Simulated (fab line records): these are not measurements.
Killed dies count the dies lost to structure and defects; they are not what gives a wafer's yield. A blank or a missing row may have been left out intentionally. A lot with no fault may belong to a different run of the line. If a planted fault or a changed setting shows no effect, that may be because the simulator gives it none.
Split-lot experiment ; flow n5-finfet ; 21 wafers read from 7 lots, route of 1938 steps

SPLIT DETAILS
At N5_BEOL_M11_PECVD_70 (deposits SiO2 from TEOS/O2, target thk 20 nm, time 22.7 s), the setting time-s was moved away from the recipe's 22.7 s on 4 of the 21 wafers read, by -12.1% to +14.4%. All remaining wafers had this setting at the recipe value.

The split's own step is where the reading is taken.

THE READING
SiO2_of_BEOL_M11_PECVD_70.thk-nm (the simulator's own value, which no gauge read), in nm, at N5_BEOL_M11_PECVD_70 (deposits SiO2 from TEOS/O2, target thk 20 nm, time 22.7 s). No usual value for it is given in the file. The 17 wafers here that ran the recipe average 19.9 nm, standard deviation 0.48 nm.

wafer;tool, chamber at the split;time-s as run, s;against the recipe;SiO2_of_BEOL_M11_PECVD_70.thk-nm, nm;against lot-mates on the recipe
L077.2;pecvd-03, 2;22.7;recipe;19.2;-
L077.5;pecvd-03, 0;22.7;recipe;20;-
L077.6;pecvd-03, 1;25.98;+14.4%;22.8;+3.2
L080.2;pecvd-02, 1;22.7;recipe;19.8;-
L080.3;pecvd-02, 2,0;22.7;recipe;20;-
L080.5;pecvd-02, 2,0;22.7;recipe;20;-
L083.1;pecvd-03, 2;22.7;recipe;19;-
L083.2;pecvd-03, 0;22.7;recipe;19.6;-
L083.6;pecvd-03, 2;22.7;recipe;19.4;-
L088.3;pecvd-01, 2;20.7;-8.8%;18.2;-2.3
L088.4;pecvd-01, 0;22.7;recipe;20.6;-
L088.5;pecvd-01, 2;22.7;recipe;20.4;-
L087.2;pecvd-03, 2;22.7;recipe;19.4;-
L087.3;pecvd-03, 0;22.7;recipe;19.6;-
L087.6;pecvd-03, 0;22.7;recipe;19.8;-
L093.2;pecvd-01, 1;22.7;recipe;20.2;-
L093.4;pecvd-01, 0,1;19.96;-12.1%;18.6;-1.6
L093.6;pecvd-01, 0,1;19.96;-12.1%;18.6;-1.6
L095.2;pecvd-01, 2;22.7;recipe;19.8;-
L095.4;pecvd-01, 1,0;22.7;recipe;20.6;-
L095.5;pecvd-01, 1,0;22.7;recipe;20.6;-
When a row names more than one chamber, that row covers several wafers, and the file does not tell which wafer ran in which chamber.

THE FIT
A straight line over all 21 wafers: SiO2_of_BEOL_M11_PECVD_70.thk-nm changes by +0.155 nm for each +1% of time-s; r = +0.85; the points scatter about the line by 0.51 nm.
The same after taking each lot's own level away (the mean of its wafers on the recipe; 21 wafers): +0.184 nm for each +1%; r = +0.94; scatter 0.36 nm.
The reading moves by 2.7 nm for the largest change in time-s, on that fit.
Across the lots, their own levels run from 19.33 to 20.50 nm, a range of 2.5 times the standard deviation given above.
So the slope is not independent of the lot-to-lot level: the two fits are not the same.
Check: +2.27 nm against its lot-mates is what the line predicts for one of the wafers moved furthest among these (+14.4%) when that wafer is left out of the fit. Against them it came out at +3.2 nm.

THE OTHER SPLITS THESE WAFERS WENT THROUGH
Other splits were also applied to these wafers ahead of the reading. Each is held against what the fit with the lots' levels taken away leaves over:
other split on the same wafers;wafers away from the commonest value;r with SiO2_of_BEOL_M11_PECVD_70.thk-nm (lot level and that fit taken away)
N5_BEOL_M8_HM_DEP_02 target-thk-a;8;+0.19
N5_BEOL_M9_COAT_60 spin-rpm;7;+0.13

FILE'S OWN FIT
SiO2_of_BEOL_M11_PECVD_70.thk-nm changes by +0.199 nm for each +1% of time-s, r = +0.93.
